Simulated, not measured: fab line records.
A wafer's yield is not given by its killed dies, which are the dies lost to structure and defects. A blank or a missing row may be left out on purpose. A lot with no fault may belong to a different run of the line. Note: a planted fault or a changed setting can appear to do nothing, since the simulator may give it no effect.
Which of the tools did it? + flow nandHarc + Sampling: 24 lots, 72 wafers, 6 of 1159 route steps

## WHAT THE GAUGES READ, wafer by wafer
NHARC_A_M0_OVL_MEAS_10: pitch 160 nm. Usual: overlayXNm 0.1 nm, standard deviation 0.85; overlayYNm 0.3 nm, standard deviation 0.88.
| lot  | measured     | on         | overlayXNm (nm) | overlayYNm (nm) | flag |
|------|--------------|------------|-----------------|-----------------|------|
| L075 | day 17 16:08 | overlay-02 | 1.0 0.5 0.8     | 0.6 1.1 0.8     |      |
| L074 | day 17 17:46 | overlay-01 | -1.3 -0.8 -0.9  | 1.2 0.7 1.1     |      |
| L078 | day 17 21:02 | overlay-01 | 1.9 1.3 1.6     | 0.9 0.7 0.5     |      |
| L076 | day 17 21:52 | overlay-02 | -0.3 -0.2 -0.8  | -1.0 -1.3 -0.3  |      |
| L077 | day 17 22:29 | overlay-01 | 0.9 0.5 0.9     | 1.3 1.4 1.9     |      |
| L079 | day 18 15:29 | overlay-01 | 0.0 -0.2 0.6    | -0.7 -0.4 -0.3  |      |
| L080 | day 19 04:17 | overlay-01 | 0.2 -0.5 0.1    | -1.5 -1.0 -0.9  |      |
| L083 | day 19 09:26 | overlay-01 | -1.0 -0.4 -0.7  | 1.9 1.5 1.7     |      |
| L081 | day 19 14:00 | overlay-01 | -0.6 -0.4 -0.6  | 0.0 -0.6 -0.3   |      |
| L082 | day 19 15:18 | overlay-02 | -0.4 0.3 0.4    | -0.5 -0.1 -0.4  |      |
| L084 | day 20 06:31 | overlay-02 | 0.4 0.2 -0.2    | 0.3 0.0 -0.7    |      |
| L085 | day 20 07:03 | overlay-02 | -0.5 -0.6 -0.8  | 0.8 0.3 0.7     |      |
| L087 | day 20 12:44 | overlay-01 | 0.6 0.7 0.0     | 0.4 -0.3 0.0    |      |
| L086 | day 20 14:33 | overlay-01 | 0.9 1.0 -0.1    | 0.8 0.8 1.2     |      |
| L088 | day 21 02:38 | overlay-01 | -1.5 -1.5 -1.6  | 1.6 1.8 2.3     |      |
| L090 | day 21 11:11 | overlay-02 | -0.5 -0.1 -0.2  | 0.8 0.9 0.7     |      |
| L091 | day 21 13:48 | overlay-01 | 0.3 0.7 1.0     | -0.2 0.2 0.4    |      |
| L089 | day 21 17:01 | overlay-02 | 1.4 1.8 1.5     | 1.9 1.3 1.0     |      |
| L092 | day 21 21:28 | overlay-02 | 0.2 -0.6 0.0    | -1.2 -0.6 -0.4  |      |
| L093 | day 22 01:14 | overlay-01 | 1.3 1.7 1.8     | -0.7 -0.9 -0.3  |      |
| L094 | day 22 01:24 | overlay-02 | -1.2 -0.4 -0.6  | 0.1 -0.4 -0.2   |      |
| L097 | day 22 11:04 | overlay-01 | 0.0 0.2 -0.6    | 0.2 0.3 0.2     |      |
| L096 | day 22 22:46 | overlay-02 | 1.3 1.5 1.3     | 1.0 0.5 1.1     |      |
| L095 | day 23 10:01 | overlay-02 | 0.3 0.8 0.0     | -0.1 0.2 -0.1   |      |

## WHICH TOOL RAN EACH LOT (tool, then ch and the chambers of the sampled wafers, then the start)
| lot  | NHARC_A_CONTACT_ETCH_77                      | NHARC_A_CONTACT_ETCH_128           | NHARC_A_CONTACT_ETCH_91           | NHARC_A_CONTACT_ETCH_106          | NHARC_A_CONTACT_DEP_85          |
|------|----------------------------------------------|------------------------------------|-----------------------------------|-----------------------------------|---------------------------------|
| L075 | rieDiel-07 ch 0,1,2, day 16 16:20 or earlier | harCapEtch-03 ch 1, day 16 16:20   | rieDiel-01 ch 0,1,2, day 16 17:38 | rieDiel-07 ch 0,1, day 16 18:12   | pecvd-01 ch 0,1,2, day 16 22:48 |
| L074 | rieDiel-01 ch 1,3, day 16 19:59 or earlier   | harCapEtch-03 ch 0,1, day 16 19:59 | rieDiel-11 ch 0,1,2, day 16 21:16 | rieDiel-11 ch 0,2, day 16 21:53   | pecvd-01 ch 1,2, day 17 00:43   |
| L078 | rieDiel-07 ch 0,3, day 17 03:29 or earlier   | harCapEtch-01 ch 0,1, day 17 03:29 | rieDiel-07 ch 2,3, day 17 04:44   | rieDiel-07 ch 0,3, day 17 05:15   | pecvd-01 ch 0,1,2, day 17 07:10 |
| L076 | rieDiel-11 ch 0,1, day 17 05:41 or earlier   | harCapEtch-02 ch 0,1, day 17 05:41 | rieDiel-01 ch 1,2,3, day 17 06:57 | rieDiel-01 ch 0,2, day 17 07:28   | pecvd-01 ch 1,2, day 17 09:22   |
| L077 | rieDiel-01 ch 0,3, day 17 07:23 or earlier   | harCapEtch-03 ch 0,1, day 17 07:23 | rieDiel-11 ch 0,2, day 17 08:38   | rieDiel-11 ch 0,3, day 17 09:19   | pecvd-03 ch 0,2, day 17 11:17   |
| L079 | rieDiel-07 ch 2,3, day 17 21:37 or earlier   | harCapEtch-03 ch 0,1, day 17 21:37 | rieDiel-11 ch 0,1,2, day 17 22:54 | rieDiel-11 ch 2,3, day 17 23:33   | pecvd-03 ch 0,2, day 18 02:02   |
| L080 | rieDiel-11 ch 0,3, day 18 03:37 or earlier   | harCapEtch-01 ch 0,1, day 18 03:37 | rieDiel-11 ch 0,1,2, day 18 04:54 | rieDiel-11 ch 0,1,2, day 18 05:29 | pecvd-04 ch 0,1, day 18 10:57   |
| L083 | rieDiel-07 ch 0,2, day 18 15:37 or earlier   | harCapEtch-03 ch 0,1, day 18 15:37 | rieDiel-07 ch 1,2, day 18 17:09   | rieDiel-07 ch 1,2,3, day 18 17:50 | pecvd-04 ch 1,2, day 18 19:54   |
| L081 | rieDiel-11 ch 1,2,3, day 18 21:49 or earlier | harCapEtch-01 ch 0,1, day 18 21:49 | rieDiel-01 ch 0,1, day 18 23:09   | rieDiel-07 ch 0,2,3, day 18 23:41 | pecvd-04 ch 0,1, day 19 03:21   |
| L082 | rieDiel-11 ch 1,3, day 18 22:32              | harCapEtch-02 ch 0,1, day 19 00:07 | rieDiel-07 ch 0,3, day 19 01:20   | rieDiel-11 ch 2,3, day 19 02:20   | pecvd-03 ch 1,2, day 19 04:37   |
| L084 | rieDiel-01 ch 0,1,2, day 19 04:47 or earlier | harCapEtch-02 ch 0,1, day 19 04:47 | rieDiel-01 ch 0,2, day 19 06:04   | rieDiel-11 ch 1,2,3, day 19 06:49 | pecvd-04 ch 1,2, day 19 12:25   |
| L085 | rieDiel-07 ch 1,2,3, day 19 06:58 or earlier | harCapEtch-03 ch 0,1, day 19 06:58 | rieDiel-11 ch 0,1,3, day 19 08:15 | rieDiel-07 ch 0,2,3, day 19 08:46 | pecvd-04 ch 0,1, day 19 12:35   |
| L087 | rieDiel-07 ch 0,1,3, day 19 11:49 or earlier | harCapEtch-01 ch 0,1, day 19 11:49 | rieDiel-11 ch 0,1,3, day 19 13:05 | rieDiel-11 ch 0,1,3, day 19 13:37 | pecvd-01 ch 0,1,2, day 19 15:44 |
| L086 | rieDiel-07 ch 0,1,3, day 19 14:13 or earlier | harCapEtch-02 ch 0,1, day 19 14:13 | rieDiel-07 ch 1,2,3, day 19 15:29 | rieDiel-07 ch 1,3, day 19 16:13   | pecvd-04 ch 0,1, day 19 18:07   |
| L088 | rieDiel-01 ch 0,3, day 20 10:17 or earlier   | harCapEtch-03 ch 0,1, day 20 10:17 | rieDiel-07 ch 0,1, day 20 11:52   | rieDiel-11 ch 1,2, day 20 12:29   | pecvd-03 ch 0,1, day 20 14:56   |
| L090 | rieDiel-01 ch 0,1,3, day 20 10:46 or earlier | harCapEtch-02 ch 0,1, day 20 10:46 | rieDiel-07 ch 0,1,3, day 20 12:04 | rieDiel-07 ch 0,2,3, day 20 12:34 | pecvd-04 ch 0,2, day 20 15:04   |
| L091 | rieDiel-01 ch 0,2,3, day 20 14:26 or earlier | harCapEtch-03 ch 0,1, day 20 14:26 | rieDiel-01 ch 0,1,3, day 20 16:05 | rieDiel-11 ch 1,3, day 20 16:59   | pecvd-01 ch 0,2, day 20 18:58   |
| L089 | rieDiel-07 ch 1,3, day 20 18:02 or earlier   | harCapEtch-03 ch 0,1, day 20 18:02 | rieDiel-07 ch 1,2,3, day 20 19:39 | rieDiel-07 ch 0,1,3, day 20 20:13 | pecvd-01 ch 0,1,2, day 20 23:02 |
| L092 | rieDiel-07 ch 1,2,3, day 20 19:34 or earlier | harCapEtch-02 ch 0,1, day 20 19:34 | rieDiel-01 ch 0,2,3, day 20 20:51 | rieDiel-07 ch 0,1,2, day 20 21:31 | pecvd-04 ch 1,2, day 21 02:43   |
| L093 | rieDiel-07 ch 0,2,3, day 21 07:05 or earlier | harCapEtch-02 ch 0,1, day 21 07:05 | rieDiel-07 ch 0,1,2, day 21 08:21 | rieDiel-11 ch 0,1,3, day 21 08:56 | pecvd-03 ch 0,1,2, day 21 10:52 |
| L094 | rieDiel-01 ch 1,3, day 21 07:14 or earlier   | harCapEtch-01 ch 0,1, day 21 07:14 | rieDiel-07 ch 0,3, day 21 08:29   | rieDiel-07 ch 1,2, day 21 08:59   | pecvd-01 ch 0,2, day 21 11:44   |
| L097 | rieDiel-07 ch 0,1,3, day 21 20:19 or earlier | harCapEtch-02 ch 0,1, day 21 20:19 | rieDiel-07 ch 0,1,2, day 21 21:36 | rieDiel-07 ch 0,1,2, day 21 22:07 | pecvd-04 ch 0,1,2, day 22 00:04 |
| L096 | rieDiel-07 ch 0,3, day 22 01:44 or earlier   | harCapEtch-02 ch 0, day 22 01:44   | rieDiel-11 ch 1,2,3, day 22 03:01 | rieDiel-01 ch 0,1,3, day 22 04:02 | pecvd-01 ch 0,1, day 22 07:59   |
| L095 | rieDiel-07 ch 0,1,2, day 22 05:04 or earlier | harCapEtch-02 ch 0,1, day 22 05:04 | rieDiel-07 ch 1,2,3, day 22 06:21 | rieDiel-07 ch 2,3, day 22 06:52   | pecvd-04 ch 0,2, day 22 12:25   |
- NHARC_A_CONTACT_ETCH_77: etches the open film in CF4/CHF3, target depth 72.6 nm, time 36.3 s.
- NHARC_A_CONTACT_ETCH_128: etches the open film in C4F8/O2/Ar, time 155 s, target depth 956 nm.
- NHARC_A_CONTACT_ETCH_91: etches the open film in CH3F/O2, target depth 40 nm, time 85.7 s.
- NHARC_A_CONTACT_ETCH_106: etches the open film in CF4/O2, target depth 60 nm, overetch 6 nm, time 33 s.
- NHARC_A_CONTACT_DEP_85: deposits SiON, target thk 50 nm.

## AS READ BY THE TOOLS THEMSELVES (means over the sampled wafers that have a number; for cases with no such wafer, the mark the record gives instead)
NHARC_A_CONTACT_ETCH_77. Usual: drypumpMotorCurrentA 5.84 A, standard deviation 0.25; oesProductAu 0.931 a.u., standard deviation 0.017; rfVppV 370.3 V, standard deviation 2.3; showerheadPlenumPTorr 1.56 Torr, standard deviation 0.065; throttleValvePct 16.802 %, standard deviation 0.0089.
| lot  | tool       | drypumpMotorCurrentA (A) | oesProductAu (a.u.) | rfVppV (V) | showerheadPlenumPTorr (Torr) | throttleValvePct (%) | flag |
|------|------------|--------------------------|---------------------|------------|------------------------------|----------------------|------|
| L075 | rieDiel-07 | 5.85                     | 0.914               | 369.4      | 1.53                         | 16.799               |      |
| L074 | rieDiel-01 | 5.88                     | 0.966               | 372.8      | 1.65                         | 16.802               |      |
| L078 | rieDiel-07 | 5.66                     | 0.905               | 370.0      | 1.56                         | 16.796               |      |
| L076 | rieDiel-11 | 6.09                     | 0.933               | 371.1      | 1.61                         | 16.802               |      |
| L077 | rieDiel-01 | 6.17                     | 0.931               | 371.7      | 1.60                         | 16.803               |      |
| L079 | rieDiel-07 | 5.64                     | 0.959               | 371.0      | 1.59                         | 16.798               |      |
| L080 | rieDiel-11 | 5.65                     | 0.924               | 369.0      | 1.53                         | 16.810               |      |
| L083 | rieDiel-07 | 5.84                     | 0.931               | 369.8      | 1.54                         | 16.798               |      |
| L081 | rieDiel-11 | 5.86                     | 0.957               | 370.2      | 1.58                         | 16.808               |      |
| L082 | rieDiel-11 | 5.96                     | 0.929               | 369.3      | 1.52                         | 16.801               |      |
| L084 | rieDiel-01 | 6.02                     | 0.919               | 372.6      | 1.61                         | 16.798               |      |
| L085 | rieDiel-07 | 5.76                     | 0.965               | 370.1      | 1.56                         | 16.798               |      |
| L087 | rieDiel-07 | 5.75                     | 0.925               | 368.0      | 1.53                         | 16.798               |      |
| L086 | rieDiel-07 | 5.75                     | 0.923               | 368.7      | 1.53                         | 16.798               |      |
| L088 | rieDiel-01 | 5.96                     | 0.930               | 369.8      | 1.56                         | 16.805               |      |
| L090 | rieDiel-01 | 6.03                     | 0.924               | 372.3      | 1.61                         | 16.801               |      |
| L091 | rieDiel-01 | 5.96                     | 0.930               | 369.8      | 1.55                         | 16.801               |      |
| L089 | rieDiel-07 | 5.64                     | 0.927               | 370.4      | 1.56                         | 16.803               |      |
| L092 | rieDiel-07 | 5.74                     | 0.921               | 369.6      | 1.56                         | 16.805               |      |
| L093 | rieDiel-07 | 5.73                     | 0.924               | 370.0      | 1.56                         | 16.809               |      |
| L094 | rieDiel-01 | 5.87                     | 0.920               | 372.3      | 1.64                         | 16.802               |      |
| L097 | rieDiel-07 | 5.76                     | 0.925               | 369.1      | 1.53                         | 16.809               |      |
| L096 | rieDiel-07 | 5.75                     | 0.942               | 369.7      | 1.53                         | 16.794               |      |
| L095 | rieDiel-07 | 5.84                     | 0.928               | 368.8      | 1.53                         | 16.806               |      |

NHARC_A_CONTACT_ETCH_91. Usual: drypumpMotorCurrentA 5.83 A, standard deviation 0.27; oesProductAu 0.95 a.u., standard deviation 0.035; rfVppV 244.2 V, standard deviation 1.6; showerheadPlenumPTorr 2.45 Torr, standard deviation 0.1; throttleValvePct 20.662 %, standard deviation 0.0089.
| lot  | tool       | drypumpMotorCurrentA (A) | oesProductAu (a.u.) | rfVppV (V) | showerheadPlenumPTorr (Torr) | throttleValvePct (%) | flag |
|------|------------|--------------------------|---------------------|------------|------------------------------|----------------------|------|
| L075 | rieDiel-01 | 6.01                     | 0.93                | 245.0      | 2.52                         | 20.656               |      |
| L074 | rieDiel-11 | 5.77                     | 1.01                | 245.2      | 2.56                         | 20.668               |      |
| L078 | rieDiel-07 | 5.75                     | 0.93                | 244.9      | 2.49                         | 20.660               |      |
| L076 | rieDiel-01 | 5.81                     | 1.00                | 244.8      | 2.47                         | 20.661               |      |
| L077 | rieDiel-11 | 5.46                     | 1.01                | 246.0      | 2.58                         | 20.660               |      |
| L079 | rieDiel-11 | 5.80                     | 1.00                | 244.9      | 2.56                         | 20.658               |      |
| L080 | rieDiel-11 | 5.77                     | 0.93                | 245.1      | 2.56                         | 20.655               |      |
| L083 | rieDiel-07 | 5.84                     | 0.93                | 244.3      | 2.43                         | 20.669               |      |
| L081 | rieDiel-01 | 6.24                     | 0.92                | 245.8      | 2.57                         | 20.668               |      |
| L082 | rieDiel-07 | 5.75                     | 0.93                | 243.4      | 2.39                         | 20.667               |      |
| L084 | rieDiel-01 | 6.15                     | 0.92                | 245.1      | 2.47                         | 20.661               |      |
| L085 | rieDiel-11 | 5.86                     | 0.95                | 244.0      | 2.45                         | 20.664               |      |
| L087 | rieDiel-11 | 5.89                     | 1.01                | 243.9      | 2.45                         | 20.655               |      |
| L086 | rieDiel-07 | 5.75                     | 0.93                | 243.9      | 2.43                         | 20.663               |      |
| L088 | rieDiel-07 | 5.85                     | 0.94                | 242.6      | 2.34                         | 20.666               |      |
| L090 | rieDiel-07 | 5.75                     | 1.00                | 244.0      | 2.39                         | 20.653               |      |
| L091 | rieDiel-01 | 6.04                     | 0.91                | 245.0      | 2.52                         | 20.669               |      |
| L089 | rieDiel-07 | 5.75                     | 0.92                | 244.5      | 2.43                         | 20.658               |      |
| L092 | rieDiel-01 | 5.94                     | 0.93                | 244.1      | 2.43                         | 20.668               |      |
| L093 | rieDiel-07 | 5.86                     | 0.93                | 243.0      | 2.38                         | 20.659               |      |
| L094 | rieDiel-07 | 5.76                     | 0.92                | 243.2      | 2.39                         | 20.670               |      |
| L097 | rieDiel-07 | 5.86                     | 0.93                | 242.6      | 2.38                         | 20.654               |      |
| L096 | rieDiel-11 | 5.87                     | 0.93                | 244.9      | 2.46                         | 20.662               |      |
| L095 | rieDiel-07 | 5.76                     | 0.92                | 243.7      | 2.43                         | 20.662               |      |

NHARC_A_CONTACT_ETCH_106. Usual: drypumpMotorCurrentA 5.80 A, standard deviation 0.29; oes_o_777_au 1.000 a.u., standard deviation 0.0042; oesProductAu 1.000 a.u., standard deviation 0.0076; rfVppV 197.7 V, standard deviation 1.3; showerheadPlenumPTorr 1.33 Torr, standard deviation 0.056; throttleValvePct 13.397 %, standard deviation 0.009.
| lot  | tool       | drypumpMotorCurrentA (A) | oes_o_777_au (a.u.) | oesProductAu (a.u.) | rfVppV (V) | showerheadPlenumPTorr (Torr) | throttleValvePct (%) | flag |
|------|------------|--------------------------|---------------------|---------------------|------------|------------------------------|----------------------|------|
| L075 | rieDiel-07 | 5.83                     | 0.998               | 0.999               | 197.0      | 1.28                         | 13.397               |      |
| L074 | rieDiel-11 | 5.47                     | 1.000               | 1.015               | 199.6      | 1.42                         | 13.402               |      |
| L078 | rieDiel-07 | 5.77                     | 0.995               | 0.992               | 196.3      | 1.30                         | 13.395               |      |
| L076 | rieDiel-01 | 5.94                     | 0.999               | 0.998               | 197.3      | 1.31                         | 13.402               |      |
| L077 | rieDiel-11 | 5.55                     | 0.999               | 1.003               | 198.5      | 1.35                         | 13.396               |      |
| L079 | rieDiel-11 | 5.60                     | 0.998               | 1.009               | 198.7      | 1.37                         | 13.393               |      |
| L080 | rieDiel-11 | 5.78                     | 0.998               | 1.006               | 199.1      | 1.39                         | 13.403               |      |
| L083 | rieDiel-07 | 5.76                     | 1.003               | 0.993               | 197.6      | 1.32                         | 13.402               |      |
| L081 | rieDiel-07 | 5.76                     | 1.000               | 0.998               | 197.2      | 1.32                         | 13.401               |      |
| L082 | rieDiel-11 | 5.65                     | 1.001               | 1.005               | 197.1      | 1.31                         | 13.404               |      |
| L084 | rieDiel-11 | 5.89                     | 1.002               | 1.005               | 197.3      | 1.34                         | 13.402               |      |
| L085 | rieDiel-07 | 5.72                     | 1.004               | 0.999               | 197.0      | 1.32                         | 13.390               |      |
| L087 | rieDiel-11 | 5.85                     | 0.996               | 1.001               | 198.1      | 1.33                         | 13.399               |      |
| L086 | rieDiel-07 | 5.76                     | 1.001               | 1.003               | 197.4      | 1.29                         | 13.396               |      |
| L088 | rieDiel-11 | 5.79                     | 1.001               | 0.999               | 198.7      | 1.40                         | 13.402               |      |
| L090 | rieDiel-07 | 5.75                     | 1.006               | 1.002               | 197.1      | 1.32                         | 13.391               |      |
| L091 | rieDiel-11 | 5.95                     | 1.000               | 1.001               | 197.2      | 1.28                         | 13.400               |      |
| L089 | rieDiel-07 | 5.76                     | 1.001               | 1.004               | 197.6      | 1.29                         | 13.396               |      |
| L092 | rieDiel-07 | 5.85                     | 1.001               | 1.007               | 196.9      | 1.29                         | 13.396               |      |
| L093 | rieDiel-11 | 5.87                     | 0.999               | 1.004               | 197.3      | 1.32                         | 13.400               |      |
| L094 | rieDiel-07 | 5.86                     | 0.999               | 0.998               | 197.9      | 1.32                         | 13.389               |      |
| L097 | rieDiel-07 | 5.86                     | 1.001               | 0.994               | 197.0      | 1.29                         | 13.403               |      |
| L096 | rieDiel-01 | 6.00                     | 0.998               | 0.993               | 198.3      | 1.37                         | 13.392               |      |
| L095 | rieDiel-07 | 5.74                     | 0.997               | 0.998               | 197.7      | 1.35                         | 13.401               |      |

NHARC_A_CONTACT_DEP_85. Usual: chamberPressureTorr 3.499 Torr, standard deviation 0.0073; heaterPowerOuterW 457 W, standard deviation 77; heaterPowerW 765 W, standard deviation 100.
| lot  | tool     | chamberPressureTorr (Torr) | heaterPowerOuterW (W) | heaterPowerW (W) | flag |
|------|----------|----------------------------|-----------------------|------------------|------|
| L075 | pecvd-01 | 3.500                      | 446                   | 762              |      |
| L074 | pecvd-01 | 3.502                      | 513                   | 874              |      |
| L078 | pecvd-01 | 3.501                      | 427                   | 754              |      |
| L076 | pecvd-01 | 3.493                      | 449                   | 793              |      |
| L077 | pecvd-03 | 3.499                      | 381                   | 646              |      |
| L079 | pecvd-03 | 3.502                      | 404                   | 680              |      |
| L080 | pecvd-04 | 3.502                      | 478                   | 812              |      |
| L083 | pecvd-04 | 3.495                      | 378                   | 679              |      |
| L081 | pecvd-04 | 3.496                      | 499                   | 811              |      |
| L082 | pecvd-03 | 3.504                      | 494                   | 796              |      |
| L084 | pecvd-04 | 3.496                      | 435                   | 740              |      |
| L085 | pecvd-04 | 3.496                      | 517                   | 830              |      |
| L087 | pecvd-01 | 3.494                      | 408                   | 730              |      |
| L086 | pecvd-04 | 3.502                      | 463                   | 787              |      |
| L088 | pecvd-03 | 3.500                      | 378                   | 650              |      |
| L090 | pecvd-04 | 3.505                      | 522                   | 822              |      |
| L091 | pecvd-01 | 3.506                      | 422                   | 712              |      |
| L089 | pecvd-01 | 3.496                      | 422                   | 734              |      |
| L092 | pecvd-04 | 3.502                      | 416                   | 740              |      |
| L093 | pecvd-03 | 3.495                      | 480                   | 777              |      |
| L094 | pecvd-01 | 3.507                      | 410                   | 739              |      |
| L097 | pecvd-04 | 3.499                      | 478                   | 794              |      |
| L096 | pecvd-01 | 3.501                      | 433                   | 721              |      |
| L095 | pecvd-04 | 3.500                      | 507                   | 798              |      |

## THE ANSWER, worked out from the rows above alone
Rule: a lot is off if the mean of its wafers that have a number lies more than 3 standard deviations from the usual mean. A lot without any number at a reading at which 4 lots or more have one is off too. The other lots that the step has rows for count as sound. The gauges are gone through in route order, then the tools' own readings, and for those a lot's mean is taken as printed above. At the first step where some lot is off, the reading lying furthest off is the one used; lots without a number count as furthest.
No lot is off on any of the readings shown, so nothing can be concluded from this.

## WHAT THE SIMULATOR PUT IN
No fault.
